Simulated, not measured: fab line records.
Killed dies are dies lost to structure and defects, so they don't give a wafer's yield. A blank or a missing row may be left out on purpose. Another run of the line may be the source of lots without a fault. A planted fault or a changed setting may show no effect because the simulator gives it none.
Chamber matching / flow nandHarc / NHARC_A_BLC_ETCH_16 on rieDiel-10: 4 sister chambers
The step etches the open film in CF4, target depth 39 nm, time 65 s. 14 wafers are shown with their chamber, then 6 later ones without.

== WAFERS, EACH WITH ITS CHAMBER ==
wafer=L868.1; chamber=0; showerheadPlenumPTorr (Torr)=1.72; oesProductAu (a.u.)=1.000; rfVppV (V)=150.0
wafer=L868.2; chamber=3; showerheadPlenumPTorr (Torr)=1.70; oesProductAu (a.u.)=0.990; rfVppV (V)=150.5
wafer=L868.3; chamber=2; showerheadPlenumPTorr (Torr)=1.77; oesProductAu (a.u.)=0.992; rfVppV (V)=152.1
wafer=L870.1; chamber=1; showerheadPlenumPTorr (Torr)=1.75; oesProductAu (a.u.)=0.999; rfVppV (V)=150.7
wafer=L870.2; chamber=2; showerheadPlenumPTorr (Torr)=1.77; oesProductAu (a.u.)=0.995; rfVppV (V)=150.5
wafer=L870.3; chamber=0; showerheadPlenumPTorr (Torr)=1.72; oesProductAu (a.u.)=0.992; rfVppV (V)=150.2
wafer=L873.2; chamber=2; showerheadPlenumPTorr (Torr)=1.77; oesProductAu (a.u.)=0.978; rfVppV (V)=150.8
wafer=L873.5; chamber=2; showerheadPlenumPTorr (Torr)=1.77; oesProductAu (a.u.)=0.985; rfVppV (V)=150.7
wafer=L873.6; chamber=1; showerheadPlenumPTorr (Torr)=1.75; oesProductAu (a.u.)=0.999; rfVppV (V)=151.2
wafer=L875.3; chamber=2; showerheadPlenumPTorr (Torr)=1.77; oesProductAu (a.u.)=0.983; rfVppV (V)=151.0
wafer=L875.5; chamber=0; showerheadPlenumPTorr (Torr)=1.71; oesProductAu (a.u.)=1.003; rfVppV (V)=150.3
wafer=L875.6; chamber=1; showerheadPlenumPTorr (Torr)=1.75; oesProductAu (a.u.)=0.998; rfVppV (V)=151.0
wafer=L876.1; chamber=3; showerheadPlenumPTorr (Torr)=1.70; oesProductAu (a.u.)=0.988; rfVppV (V)=151.8
wafer=L876.4; chamber=2; showerheadPlenumPTorr (Torr)=1.77; oesProductAu (a.u.)=0.991; rfVppV (V)=152.1

SIGNATURES, as means of the wafers listed above
reading=showerheadPlenumPTorr; chamber 0=1.7167; chamber 1=1.7500; chamber 2=1.7700; chamber 3=1.7000; scatter within a chamber=0.00258
reading=oesProductAu; chamber 0=0.99833; chamber 1=0.99867; chamber 2=0.98733; chamber 3=0.98900; scatter within a chamber=0.00522
reading=rfVppV; chamber 0=150.167; chamber 1=150.967; chamber 2=151.200; chamber 3=151.150; scatter within a chamber=0.598
Rule: a wafer's distance from a chamber is the root of the sum, over the readings, of the square of ((its reading less the chamber's mean) divided by the reading's scatter). If the next closest chamber is less than 2 further off than the closest, the wafer can't be placed; otherwise it belongs to the closest. How the scatter is found: for the shown wafers, subtract from each reading the mean of its chamber, square and add these, divide the total by (wafers less chambers), then take the root.

== WAFERS MISSING THEIR CHAMBER ==
wafer=L876.5; showerheadPlenumPTorr (Torr)=1.71; oesProductAu (a.u.)=0.999; rfVppV (V)=150.4
wafer=L879.2; showerheadPlenumPTorr (Torr)=1.77; oesProductAu (a.u.)=0.992; rfVppV (V)=150.2
wafer=L879.3; showerheadPlenumPTorr (Torr)=1.69; oesProductAu (a.u.)=0.990; rfVppV (V)=149.6
wafer=L879.5; showerheadPlenumPTorr (Torr)=1.75; oesProductAu (a.u.)=1.011; rfVppV (V)=150.8
wafer=L886.1; showerheadPlenumPTorr (Torr)=1.69; oesProductAu (a.u.)=0.995; rfVppV (V)=151.0
wafer=L885.1; showerheadPlenumPTorr (Torr)=1.77; oesProductAu (a.u.)=1.003; rfVppV (V)=151.2

== WHICH CHAMBER EACH WENT THROUGH ==
wafer=L876.5; from the rows above=can't be placed: 0 or 3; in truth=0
wafer=L879.2; from the rows above=2; in truth=2
wafer=L879.3; from the rows above=3; in truth=3
wafer=L879.5; from the rows above=1; in truth=1
wafer=L886.1; from the rows above=3; in truth=3
wafer=L885.1; from the rows above=2; in truth=2
Correct placement for 5 of the 6. Cannot be placed on the basis of these rows: 1; the candidates contain the true chamber in 1. Placed wrongly: 0.
